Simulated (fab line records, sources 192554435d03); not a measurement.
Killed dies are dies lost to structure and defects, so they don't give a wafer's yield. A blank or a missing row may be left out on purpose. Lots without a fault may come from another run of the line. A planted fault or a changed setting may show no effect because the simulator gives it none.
fab line records | flow n5_finfet | part 1 of 2: steps 1 to 20 of 26
record lots=5 wafers=15 last_day=16
route steps=1938 shown HKMG_FIN@418
lots that met no fault: from a run of the same line without faults
start_h: hours from the record's first day to the start of the lot's first wafer shown | wait_h: hours since the lot's step before | " the same as in the row above | L1.1+2: a row that stands for several wafers | - no value, or no start given | * or withheld: withheld | < > ~ a bound
route shown NAME@n: a module of which the file shows steps, and the number in the route of the first | usual: mean/standard deviation of fault-free wafers | same: alike in all rows | chamber/n: place in a boat | sites: the reading at each site | _std_site: their standard deviation | _edge_site: outer sites' mean less inner sites' | radius_mm: how far each site lies from the wafer's centre | mask NAME#n: copy n | behind: the tool/chamber that last shaped the wafer | hold: why the lot was held/for how many hours/how that ended | device: the transistor (n, p or np) that didn't switch | end of line: the same wafers' tests at the end of the route | a step without rows: its recipe alone | killed: dies lost to structure and defects at the first sort, not the wafer's yield | map: a wafer's dies, x killed, . not, _ none there
set.NAME: the setting as run; set.NAME@STEP: as run at that earlier step | model.NAME: the simulator's own value behind a step, which no gauge read
lots at some steps of the route; a table a step, a row a wafer
services: from which hour (start_h, from the record's first day; less than 0 if before it) a tool's chamber was out of use, for how many hours, and why
## steps
# step N5_HKMG_FIN_WET_ETCH_82
# recipe chemistry=dHCl mix=1:10000 temp_c=25 target=La2O3 stop_on=HfO2 target_depth_nm=2 dry=ipa_marangoni rinse_time_s=30 rinse_temp_c=23
# usual temp_c=25.00/0.11
# columns lot.wafer tool chamber start_h wait_h temp_c
L074.1 wet_bench-05 4 74.04 0.0 25.09
L074.3 " 2 " " 25.12
L074.4 " 3 " " 25.00
L082.2 wet_bench-03 1 121.72 0.0 25.14
L082.3 " 2 " " 25.03
L082.5 " 0 " " 25.05
L084.1 wet_bench-02 5 133.62 0.0 24.99
L084.2 " 0 " " 25.02
L084.4 " 6 " " 24.94
L088.1 wet_bench-03 4 161.23 0.0 25.07
L088.4 " 2 " " 24.87
L088.6 " 1 " " 25.07
L095.2 wet_bench-03 0 204.78 0.0 24.95
L095.5 " 7 " " 24.94
L095.6 " 5 " " 24.99
# step N5_HKMG_FIN_ALD_36
# recipe material=TiN target_thk_a=10 temp_c=400 ald_precursor_family=TiCl4 ald_co_reactant=NH3 pulse_time_s=1 purge_time_s=3 co_reactant_purge_time_s=2 co_reactant_pulse_time_s=2 ald_cycles=47 pressure_torr=3
# usual heater_power_w=869/110 precursor_pulse_height_rel=1.000/0.019
# same pulse_time_s=1
# columns lot.wafer tool chamber start_h wait_h heater_power_w precursor_pulse_height_rel
L074.1 ald_metal-02 0 74.10 0.0 890 1.002
L074.3 " 3 " " 853 0.993
L074.4 " 1 " " 998 1.028
L082.2 ald_metal-02 2 121.78 0.0 908 0.979
L082.3 " 0 " " 911 1.000
L082.5 " 2 " " 891 1.001
L084.1 ald_metal-03 3 133.68 0.0 664 1.012
L084.2 " 0 " " 779 1.007
L084.4 " 2 " " 904 0.980
L088.1 ald_metal-02 1 161.37 0.1 972 0.993
L088.4 " 2 " " 894 1.008
L088.6 " 2 " " 902 0.996
L095.2 ald_metal-03 3 204.85 0.0 669 0.999
L095.5 " 2 " " 902 0.989
L095.6 " 1 " " 945 1.057
# step N5_HKMG_FIN_THK_MEAS_70
# recipe thk_meas_gauge=xrf reads=HfO2_of_HKMG_FIN_HK_ALD_01
# usual HK_THK=1.610/0.02
# columns lot.wafer tool chamber start_h wait_h HK_THK[nm]
L074.1 film_metro-02 - 74.38 0.2 1.630
L074.3 " - " " 1.581
L074.4 " - " " 1.603
L082.2 film_metro-02 - 122.07 0.2 1.560
L082.3 " - " " 1.585
L082.5 " - " " 1.575
L084.1 film_metro-01 - 133.96 0.2 1.595
L084.2 " - " " 1.606
L084.4 " - " " 1.595
L088.1 film_metro-01 - 161.65 0.2 1.623
L088.4 " - " " 1.603
L088.6 " - " " 1.620
L095.2 film_metro-01 - 205.13 0.2 1.610
L095.5 " - " " 1.619
L095.6 " - " " 1.612
# step N5_HKMG_FIN_PWFM_ALD_03
# recipe material=TiN target_thk_a=20 temp_c=400 ald_precursor_family=TiCl4 ald_co_reactant=NH3 pulse_time_s=1 purge_time_s=3 co_reactant_purge_time_s=2 co_reactant_pulse_time_s=2 ald_cycles=91 pressure_torr=3
# usual heater_power_w=900/110 precursor_pulse_height_rel=1.000/0.02
# same pulse_time_s=1
# columns lot.wafer tool chamber start_h wait_h heater_power_w precursor_pulse_height_rel
L074.1 ald_metal-03 3 74.41 0.0 675 0.990
L074.3 " 0 " " 784 1.008
L074.4 " 1 " " 912 0.999
L082.2 ald_metal-04 2 122.10 0.0 1027 1.010
L082.3 " 1 " " 1022 1.009
L082.5 " 1 " " 1034 0.986
L084.1 ald_metal-03 2 134.00 0.0 881 0.982
L084.2 " 0 " " 798 0.977
L084.4 " 1 " " 912 1.010
L088.1 ald_metal-02 2 161.69 0.0 901 1.007
L088.4 " 0 " " 862 0.980
L088.6 " 3 " " 858 0.992
L095.2 ald_metal-03 2 205.17 0.0 898 0.974
L095.5 " 2 " " 884 1.003
L095.6 " 1 " " 920 0.989
# step N5_HKMG_FIN_COAT_29
# recipe resist=SOC temp_c=250 time_s=60 spin_rpm=1500 resist_thk_nm=300
# usual dispense_pressure_kPa=49/5.1 heater_power_total_W=500.2/1.8
# columns lot.wafer tool chamber start_h wait_h dispense_pressure_kPa heater_power_total_W
L074.1 litho_track-05 0 74.88 0.2 56 499.2
L074.3 " 0 " " 56 500.6
L074.4 " 0 " " 56 497.3
L082.2 litho_track-03 0 122.57 0.2 49 497.9
L082.3 " 0 " " 49 498.7
L082.5 " 0 " " 49 498.8
L084.1 litho_track-04 0 134.47 0.2 44 503.3
L084.2 " 0 " " 44 499.6
L084.4 " 0 " " 44 498.4
L088.1 litho_track-03 0 162.16 0.2 49 497.3
L088.4 " 0 " " 49 500.7
L088.6 " 0 " " 49 499.7
L095.2 litho_track-04 0 205.64 0.2 44 500.7
L095.5 " 0 " " 44 499.8
L095.6 " 0 " " 44 500.4
# step N5_HKMG_FIN_COAT_30
# recipe resist=SiARC temp_c=220 time_s=60 spin_rpm=1500 resist_thk_nm=35
# usual dispense_pressure_kPa=49/5 heater_power_total_W=427.5/2.2
# columns lot.wafer tool chamber start_h wait_h dispense_pressure_kPa heater_power_total_W
L074.1 litho_track-05 0 - - 56 430.5
L074.3 " 0 " " 56 428.3
L074.4 " 0 " " 56 424.6
L082.2 litho_track-03 0 - - 49 430.9
L082.3 " 0 " " 49 428.1
L082.5 " 0 " " 49 430.0
L084.1 litho_track-04 0 - - 44 425.1
L084.2 " 0 " " 44 429.9
L084.4 " 0 " " 44 424.6
L088.1 litho_track-03 0 - - 49 427.8
L088.4 " 0 " " 49 429.1
L088.6 " 0 " " 49 428.1
L095.2 litho_track-04 0 - - 44 428.7
L095.5 " 0 " " 44 428.5
L095.6 " 0 " " 44 424.7
# step N5_HKMG_FIN_COAT_06
# recipe resist=CAR-ArF spin_rpm=1500 resist_thk_nm=90
# usual dispense_pressure_kPa=49/5.1
# columns lot.wafer tool chamber start_h wait_h dispense_pressure_kPa
L074.1 litho_track-05 0 - - 57
L074.3 " 0 " " 57
L074.4 " 0 " " 57
L082.2 litho_track-03 0 - - 49
L082.3 " 0 " " 49
L082.5 " 0 " " 49
L084.1 litho_track-04 0 - - 44
L084.2 " 0 " " 44
L084.4 " 0 " " 44
L088.1 litho_track-03 0 - - 49
L088.4 " 0 " " 49
L088.6 " 0 " " 49
L095.2 litho_track-04 0 - - 44
L095.5 " 0 " " 44
L095.6 " 0 " " 44
# step N5_HKMG_FIN_EBR_08
# recipe solvent=PGMEA ebr_width_mm=1.5
# columns lot.wafer tool chamber start_h wait_h
L074.1+3+4 litho_track-05 0 - -
L082.2+3+5 litho_track-03 0 - -
L084.1+2+4 litho_track-04 0 - -
L088.1+4+6 litho_track-03 0 - -
L095.2+5+6 litho_track-04 0 - -
# step N5_HKMG_FIN_SOFTBAKE_07
# recipe temp_c=110 time_s=60 resist=CAR-ArF
# usual heater_power_total_W=175.3/1.6
# columns lot.wafer tool chamber start_h wait_h heater_power_total_W
L074.1 litho_track-05 0 - - 174.6
L074.3 " 0 " " 174.5
L074.4 " 0 " " 176.9
L082.2 litho_track-03 0 - - 173.0
L082.3 " 0 " " 176.6
L082.5 " 0 " " 176.3
L084.1 litho_track-04 0 - - 177.5
L084.2 " 0 " " 173.5
L084.4 " 0 " " 177.1
L088.1 litho_track-03 0 - - 175.3
L088.4 " 0 " " 175.1
L088.6 " 0 " " 177.4
L095.2 litho_track-04 0 - - 174.3
L095.5 " 0 " " 177.3
L095.6 " 0 " " 173.2
# step N5_HKMG_FIN_EXPOSE_09
# recipe mask_id=NWFM na=1.35 source_shape=conventional sigma_outer=0.8 polarization=unpolarized dose_mj=39.25
# same na=1.35
# columns lot.wafer tool chamber start_h wait_h mask
L074.1+3+4 arfi_scanner-03 0 75.13 - NWFM#0
L082.2+3+5 arfi_scanner-01 0 122.82 - NWFM#0
L084.1+2+4 arfi_scanner-03 0 134.72 - NWFM#0
L088.1+4+6 arfi_scanner-03 0 162.40 - NWFM#0
L095.2+5+6 arfi_scanner-02 0 205.76 - NWFM#0
# step N5_HKMG_FIN_PEB_10
# recipe peb_temp_c=withheld peb_time_s=60 resist=CAR-ArF
# columns lot.wafer tool chamber start_h wait_h
L074.1+3+4 litho_track-05 0 75.18 0.1
L082.2+3+5 litho_track-04 0 122.87 0.0
L084.1+2+4 litho_track-03 0 134.77 0.1
L088.1+4+6 litho_track-03 0 162.46 0.1
L095.2+5+6 litho_track-05 0 205.81 0.0
# step N5_HKMG_FIN_DEVELOP_11
# recipe develop_time_s=30 developer=TMAH resist=CAR-ArF dev_temp_c=23 rinse_liquid=diw dry=air_spin
# columns lot.wafer tool chamber start_h wait_h
L074.1+3+4 litho_track-05 0 - -
L082.2+3+5 litho_track-04 0 - -
L084.1+2+4 litho_track-03 0 - -
L088.1+4+6 litho_track-03 0 - -
L095.2+5+6 litho_track-05 0 - -
# step N5_HKMG_FIN_CD_MEAS_12
# recipe target_cd_nm=92.8 landing_energy_ev=500 detector=se_inlens
# usual cd_nm=92.5/0.52
# columns lot.wafer tool chamber start_h wait_h cd_nm
L074.1 cd_sem-01 0 75.25 - 92.1
L074.3 " 0 " " 92.9
L074.4 " 0 " " 92.9
L082.2 cd_sem-02 0 122.94 - 93.7
L082.3 " 0 " " 92.7
L082.5 " 0 " " 93.1
L084.1 cd_sem-02 0 134.84 - 93.4
L084.2 " 0 " " 92.0
L084.4 " 0 " " 92.6
L088.1 cd_sem-03 0 162.53 - 93.7
L088.4 " 0 " " 93.2
L088.6 " 0 " " 93.0
L095.2 cd_sem-02 0 205.88 - 92.3
L095.5 " 0 " " 91.6
L095.6 " 0 " " 92.8
# step N5_HKMG_FIN_OVL_MEAS_13
# recipe points_per_wafer=44
# usual NWFM_OVL=0.0/0.89
# same points_per_wafer=44
# columns lot.wafer tool chamber start_h wait_h NWFM_OVL[nm]
L074.1 overlay-02 0 75.28 0.0 0.2
L074.3 " 0 " " 0.5
L074.4 " 0 " " -0.5
L082.2 overlay-01 0 122.97 0.0 0.6
L082.3 " 0 " " 0.4
L082.5 " 0 " " 0.2
L084.1 overlay-02 0 134.87 0.0 -0.8
L084.2 " 0 " " -0.5
L084.4 " 0 " " -1.0
L088.1 overlay-02 0 162.56 0.0 -0.3
L088.4 " 0 " " 0.9
L088.6 " 0 " " 0.0
L095.2 overlay-01 0 205.91 0.0 0.4
L095.5 " 0 " " 0.9
L095.6 " 0 " " -0.2
# step N5_HKMG_FIN_INSPECT_14
# recipe mode=adi inspect_instrument=macro
# usual raw_defect_count=2.1/1.4
# columns lot.wafer tool chamber start_h wait_h raw_defect_count
L074.1 defect_inspect-02 - 75.30 0.0 3
L074.3 " - " " 2
L074.4 " - " " 3
L082.2 defect_inspect-01 - 122.99 0.0 2
L082.3 " - " " 2
L082.5 " - " " 3
L084.1 defect_inspect-02 - 134.89 0.0 1
L084.2 " - " " 2
L084.4 " - " " 2
L088.1 defect_inspect-01 - 162.58 0.0 0
L088.4 " - " " 2
L088.6 " - " " 2
L095.2 defect_inspect-01 - 205.93 0.0 3
L095.5 " - " " 0
L095.6 " - " " 3
# step N5_HKMG_FIN_DESCUM_17
# recipe chemistry=O2 time_s=7.9 source_power_w=50 bias_power_w=20 pressure_mtorr=20 rf_frequency_hz=2.712e+07 temp_c=40 resist=CAR-ArF o2_flow_sccm=225
# usual chamber_pressure_mTorr=20.001/0.017 drypump_motor_current_A=5.8/0.58 oes_product_au=0.79/0.071 rf_vpp_V=243.2/1.3 showerhead_plenum_p_Torr=2.09/0.075 temp_c=40.01/0.11 throttle_valve_pct=20.44/0.27
# columns lot.wafer tool chamber start_h wait_h chamber_pressure_mTorr drypump_motor_current_A oes_product_au rf_hours_counter_h rf_vpp_V showerhead_plenum_p_Torr temp_c throttle_valve_pct
L074.1 rie_diel-06 1 75.34 0.0 20.004 5.7 0.79 104 243.6 2.20 40.10 20.79
L074.3 " 0 " " 20.005 6.8 0.81 77 243.0 2.02 40.02 19.98
L074.4 " 2 " " 19.979 5.9 0.76 121 242.1 2.02 39.85 20.22
L082.2 rie_diel-06 0 123.76 0.8 20.029 6.8 0.80 94 242.9 2.01 40.03 20.00
L082.3 " 2 " " 20.019 6.0 0.75 138 241.4 2.01 40.07 20.24
L082.5 " 2 " " 19.981 6.0 0.75 - 242.9 2.01 39.92 20.24
L084.1 rie_diel-02 3 134.98 0.1 19.987 5.1 0.68 212 241.7 2.07 40.08 20.87
L084.2 " 0 " " 19.962 5.3 0.93 14 242.7 2.06 40.06 19.95
L084.4 " 1 " " 19.983 5.5 0.72 - 245.4 2.16 39.84 20.63
L088.1 rie_diel-06 2 162.62 0.0 20.008 6.0 0.74 151 242.4 2.01 40.02 20.26
L088.4 " 1 " " 20.004 5.7 0.76 - 244.0 2.19 40.14 20.82
L088.6 " 3 " " 20.003 4.9 0.82 - 244.3 2.11 40.01 20.48
L095.2 rie_diel-02 2 206.20 0.3 20.007 6.5 0.82 92 243.9 2.10 40.04 20.52
L095.5 " 3 " " 20.013 5.1 0.66 - 243.5 2.06 39.99 20.90
L095.6 " 2 " " 20.011 6.5 0.83 - 243.5 2.10 40.18 20.51
# step N5_HKMG_FIN_ETCH_31
# recipe chemistry=CF4 target=SiARC target_depth_a=455 mask_material=CAR-ArF time_s=75.8 ion_energy_ev=80 pressure_mtorr=40 source_w=545 bias_w=36 Ar_flow_sccm=100 cf4_flow_sccm=100 ends=cleared
# usual cf4_flow_sccm=99.9/0.34 chamber_pressure_mTorr=40.00/0.039 drypump_motor_current_A=5.8/0.58 etch_rf_on_time_s=76.0/1.2 oes_product_au=0.67/0.061 rf_vpp_V=184.0/1.1 showerhead_plenum_p_Torr=2.14/0.069 throttle_valve_pct=15.61/0.24
# columns lot.wafer tool chamber start_h wait_h cf4_flow_sccm chamber_pressure_mTorr drypump_motor_current_A etch_rf_on_time_s oes_product_au rf_hours_counter_h rf_vpp_V showerhead_plenum_p_Torr throttle_valve_pct
L074.1 rie_diel-06 1 75.37 0.0 100.4 40.03 5.7 75.5 0.67 104 183.3 2.23 15.83
L074.3 " 0 " " 99.1 39.97 6.8 76.6 0.69 77 182.9 2.08 15.29
L074.4 " 2 " " 100.5 40.04 6.0 76.8 0.64 121 182.5 2.07 15.42
L082.2 rie_diel-06 0 123.80 0.0 99.9 40.01 6.9 77.4 0.68 94 182.8 2.08 15.34
L082.3 " 2 " " 100.1 40.01 6.0 78.2 0.62 138 185.0 2.06 15.46
L082.5 " 2 " " 99.8 39.95 6.0 77.8 0.63 - 183.9 2.06 15.46
L084.1 rie_diel-02 3 135.02 0.0 100.5 40.00 5.1 78.6 0.58 212 183.5 2.12 16.06
L084.2 " 0 " " 99.7 39.99 5.2 73.7 0.79 14 182.7 2.10 15.05
L084.4 " 1 " " 100.1 40.05 5.5 77.0 0.61 - 184.4 2.21 15.82
L088.1 rie_diel-06 2 162.65 0.0 100.0 39.98 5.9 77.5 0.62 151 183.0 2.06 15.48
L088.4 " 1 " " 100.0 39.96 5.7 76.9 0.64 - 185.6 2.22 15.89
L088.6 " 3 " " 100.0 40.03 4.9 74.6 0.69 - 183.5 2.16 15.63
L095.2 rie_diel-02 2 206.23 0.0 99.8 40.03 6.4 75.2 0.71 92 185.2 2.16 15.71
L095.5 " 3 " " 100.1 39.96 5.1 78.7 0.57 - 183.2 2.11 16.10
L095.6 " 2 " " 100.1 40.03 6.4 74.6 0.70 - 185.2 2.16 15.71
# step N5_HKMG_FIN_ETCH_32
# recipe chemistry=N2/H2 target=SOC target_depth_a=2400 temp_c=40 time_s=300 ion_energy_ev=200 mask_material=SiARC pressure_mtorr=30 source_w=840 bias_w=150 n2_flow_sccm=200 h2_flow_sccm=200
# usual chamber_pressure_mTorr=30.003/0.027 drypump_motor_current_A=5.8/0.58 oes_product_au=0.78/0.072 rf_vpp_V=523.9/2.6 showerhead_plenum_p_Torr=2.55/0.088 temp_c=40.00/0.12 throttle_valve_pct=17.89/0.28
# columns lot.wafer tool chamber start_h wait_h chamber_pressure_mTorr drypump_motor_current_A oes_product_au rf_hours_counter_h rf_vpp_V showerhead_plenum_p_Torr temp_c throttle_valve_pct
L074.1 rie_diel-06 1 75.43 0.0 29.982 5.7 0.78 104 527.1 2.67 40.06 18.17
L074.3 " 0 " " 30.013 6.9 0.82 77 523.3 2.47 40.22 17.47
L074.4 " 2 " " 30.038 5.9 0.75 122 522.3 2.45 39.97 17.60
L082.2 rie_diel-06 0 123.86 0.0 30.030 6.8 0.79 94 523.1 2.46 40.11 17.50
L082.3 " 2 " " 29.973 5.9 0.74 138 521.6 2.44 39.92 17.61
L082.5 " 2 " " 30.001 6.0 0.74 - 520.4 2.44 40.00 17.62
L084.1 rie_diel-02 3 135.07 0.0 29.999 5.1 0.67 212 523.1 2.52 39.80 18.44
L084.2 " 0 " " 30.001 5.3 0.93 14 521.7 2.50 39.89 17.50
L084.4 " 1 " " 30.001 5.5 0.71 - 527.1 2.64 39.97 18.12
L088.1 rie_diel-06 2 162.71 0.0 30.008 5.9 0.73 151 519.8 2.44 40.01 17.64
L088.4 " 1 " " 30.005 5.7 0.75 - 527.2 2.66 40.04 18.22
L088.6 " 3 " " 29.961 4.9 0.81 - 525.3 2.58 40.16 18.03
L095.2 rie_diel-02 2 206.29 0.0 30.020 6.5 0.83 92 527.0 2.57 39.81 17.99
L095.5 " 3 " " 29.933 5.1 0.66 - 523.5 2.52 39.94 18.47
L095.6 " 2 " " 30.012 6.4 0.83 - 524.8 2.57 40.03 17.97
# step N5_HKMG_FIN_STRIP_33
# recipe chemistry=N2/H2 temp_c=40 n2_flow_sccm=200 h2_flow_sccm=200 rf_frequency_hz=6e+07
# columns lot.wafer tool chamber start_h wait_h
L074.1+3+4 rie_diel-06 1,0,2 75.61 0.1
L082.2+3+5 rie_diel-06 0,2,2 124.04 0.1
L084.1+2+4 rie_diel-02 3,0,1 135.25 0.1
L088.1+4+6 rie_diel-06 2,1,3 162.89 0.1
L095.2+5+6 rie_diel-02 2,3,2 206.47 0.1
# step N5_HKMG_FIN_STRIP_34
# recipe chemistry=CF4 resist=SiARC power_w=300 bias_power_w=75 pressure_mtorr=50 cf4_flow_sccm=150 rf_frequency_hz=6e+07
# usual cf4_flow_sccm=150.0/0.46 chamber_pressure_mTorr=50.00/0.05 drypump_motor_current_A=5.8/0.58 oes_product_au=0.78/0.064 power_w=300.1/0.91 rf_vpp_V=271.1/1.5 showerhead_plenum_p_Torr=1.79/0.056 throttle_valve_pct=13.58/0.23
# columns lot.wafer tool chamber start_h wait_h cf4_flow_sccm chamber_pressure_mTorr drypump_motor_current_A oes_product_au power_w rf_hours_counter_h rf_vpp_V showerhead_plenum_p_Torr throttle_valve_pct
L074.1 rie_diel-06 1 75.62 0.0 150.2 49.94 5.7 0.77 300.7 104 273.9 1.87 13.75
L074.3 " 0 " " 149.4 50.02 6.9 0.81 299.3 77 270.4 1.75 13.31
L074.4 " 2 " " 149.6 50.01 5.9 0.75 300.4 122 268.9 1.73 13.40
L082.2 rie_diel-06 0 124.05 0.0 149.2 50.01 6.8 0.80 301.5 94 269.6 1.75 13.35
L082.3 " 2 " " 150.1 50.00 5.9 0.74 299.8 138 270.1 1.73 13.45
L082.5 " 2 " " 150.2 49.97 5.9 0.74 298.6 - 270.9 1.73 13.45
L084.1 rie_diel-02 3 135.26 0.0 149.7 50.01 5.1 0.68 298.6 212 268.3 1.77 14.05
L084.2 " 0 " " 149.2 50.03 5.3 0.90 299.4 14 269.6 1.76 13.02
L084.4 " 1 " " 150.0 50.07 5.5 0.71 301.2 - 273.0 1.85 13.84
L088.1 rie_diel-06 2 162.90 0.0 149.7 49.99 6.0 0.73 299.2 151 270.1 1.72 13.46
L088.4 " 1 " " 150.6 49.94 5.7 0.74 299.7 - 273.8 1.86 13.85
L088.6 " 3 " " 150.2 49.92 4.9 0.80 300.4 - 272.3 1.81 13.59
L095.2 rie_diel-02 2 206.48 0.0 150.4 50.03 6.5 0.81 299.9 92 271.3 1.80 13.65
L095.5 " 3 " " 149.4 49.98 5.1 0.67 301.2 - 270.7 1.76 14.08
L095.6 " 2 " " 150.2 50.05 6.4 0.81 299.8 - 271.2 1.80 13.66
